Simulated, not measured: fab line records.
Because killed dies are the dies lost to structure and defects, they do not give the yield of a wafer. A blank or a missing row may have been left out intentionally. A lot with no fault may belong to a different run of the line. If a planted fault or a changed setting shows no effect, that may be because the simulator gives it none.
Lot-split experiment    flow n5Finfet    on a route of 1938 steps: 7 lots, 21 wafers read

== ABOUT THE SPLIT ==
At N5_BEOL_M0_SAQP_PECVD_96 (deposits a-Si from SiH4/He, target thk 45 nm, time 45.2 s), the setting timeS was moved away from the recipe's 45.2 s on 7 of the 21 wafers read, by -10.8% to +13.2%. For the rest of the wafers, this setting stayed at what the recipe calls for.

== FROM THE SPLIT TO THE READING: what the file shows between them, 6 steps ==
- N5_BEOL_M0_SAQP_EXPOSE_11: exposes mask M0 CORE, target cd 42 nm (also split here: doseMj)
- N5_BEOL_M0_SAQP_PEB_12: peb time 60 s
- N5_BEOL_M0_SAQP_DEVELOP_13: develop time 30 s
- N5_BEOL_M0_SAQP_CD_MEAS_14: target cd 42.5 nm
- N5_BEOL_M0_SAQP_ETCH_101: etches SiNx in CH3F/O2, target depth 29.9 nm, time 42.7 s
- N5_BEOL_M0_SAQP_ETCH_102: etches SiO2 in CF4, target depth 4 nm, time 4.4 s

== THE READING ==
etch.depthNm (the simulator's own value, which no gauge read), in nm, at N5_BEOL_M0_SAQP_MANDREL_ETCH_103 (etches a-Si in HBr/Cl2, stops on SiCN, target depth 45 nm, bt time 10 s, time 27 s). No usual value for it is given in the file. The 14 wafers here that ran the recipe average 45.10 nm, standard deviation 0.63 nm.

wafer   tool, chamber at the split  timeS as run, s  against the recipe  etch.depthNm, nm  against lot-mates on the recipe
L074.3  pecvd-03, 2                 45.2             recipe              46.48             -
L074.4  pecvd-03, 1                 45.2             recipe              45.1              -
L074.6  pecvd-03, 1                 45.2             recipe              44.56             -
L075.1  pecvd-02, 0                 45.2             recipe              44.55             -
L075.3  pecvd-02, 2                 45.2             recipe              44.05             -
L075.4  pecvd-02, 0                 45.2             recipe              45.15             -
L079.1  pecvd-03, 1                 45.2             recipe              45.23             -
L079.3  pecvd-03, 0,1               47.31            +4.7%               47.19             +1.96
L079.6  pecvd-03, 0,1               47.31            +4.7%               47.22             +1.99
L083.2  pecvd-03, 0                 45.2             recipe              44.71             -
L083.4  pecvd-03, 0                 41.27            -8.7%               41.3              -3.41
L083.6  pecvd-03, 1                 41.27            -8.7%               40.4              -4.31
L087.1  pecvd-03, 1                 45.2             recipe              44.68             -
L087.4  pecvd-03, 0                 40.34            -10.8%              41.29             -4.18
L087.6  pecvd-03, 2                 45.2             recipe              46.25             -
L090.3  pecvd-03, 2                 45.2             recipe              44.78             -
L090.4  pecvd-03, 0                 45.2             recipe              45.49             -
L090.5  pecvd-03, 1                 45.2             recipe              45.17             -
L091.2  pecvd-01, 2                 51.15            +13.2%              50.93             +5.80
L091.5  pecvd-01, 0                 45.2             recipe              45.13             -
L091.6  pecvd-01, 2                 51.15            +13.2%              51.78             +6.65
If several chambers appear in one row, that row covers several wafers at once and the file leaves open which wafer was in which chamber.

FIT RESULTS
A straight line over all 21 wafers: etch.depthNm changes by +0.455 nm for each +1% of timeS; r = +0.97; the points scatter about the line by 0.64 nm.
The same after taking each lot's own level away (the mean of its wafers on the recipe; 21 wafers): +0.447 nm for each +1%; r = +0.98; scatter 0.53 nm.
On that fit, the largest move of timeS shifts the reading by 5.9 nm.
Measured against the standard deviation above, the lots' own levels, which go from 44.583 to 45.465 nm, span 1.4 times it.
The two slopes agree, so the slope changes little with the lot-to-lot level.
Check: for one of the wafers moved furthest among these (+13.2%), held out of the fit, the line's prediction against its lot-mates is +6.01 nm. It came out at +5.8 nm against them.

== THESE WAFERS: OTHER SPLITS ==
Note: prior to the reading, these wafers also went through further splits. Each is held against what the fit with the lots' levels taken away leaves over:
other split on the same wafers    wafers away from the commonest value  r with etch.depthNm (lot level and that fit taken away)
N5_MOL_CONTACT_COAG_ALD_27 timeS  7                                     +0.25
N5_BEOL_M0_SAQP_EXPOSE_11 doseMj  5                                     +0.17

== THE WHOLE CHAIN: every reading that the file lists as answering this split, in the file's order ==
step                              what it does                                                                        reading                                                                               change (the file's fit)                r (the file's)
N5_BEOL_M0_SAQP_PECVD_96          deposits a-Si from SiH4/He, target thk 45 nm, time 45.2 s                           a-Si_of_BEOL_M0_SAQP_PECVD_96.thkNm (the simulator's own value, which no gauge read)  +0.44 nm for each +1% of the setting   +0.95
N5_BEOL_M0_SAQP_MANDREL_ETCH_103  etches a-Si in HBr/Cl2, stops on SiCN, target depth 45 nm, bt time 10 s, time 27 s  etch.depthNm (the simulator's own value, which no gauge read)                         +0.439 nm for each +1% of the setting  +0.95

== FILE'S OWN FIT ==
etch.depthNm changes by +0.439 nm for each +1% of timeS, r = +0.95.
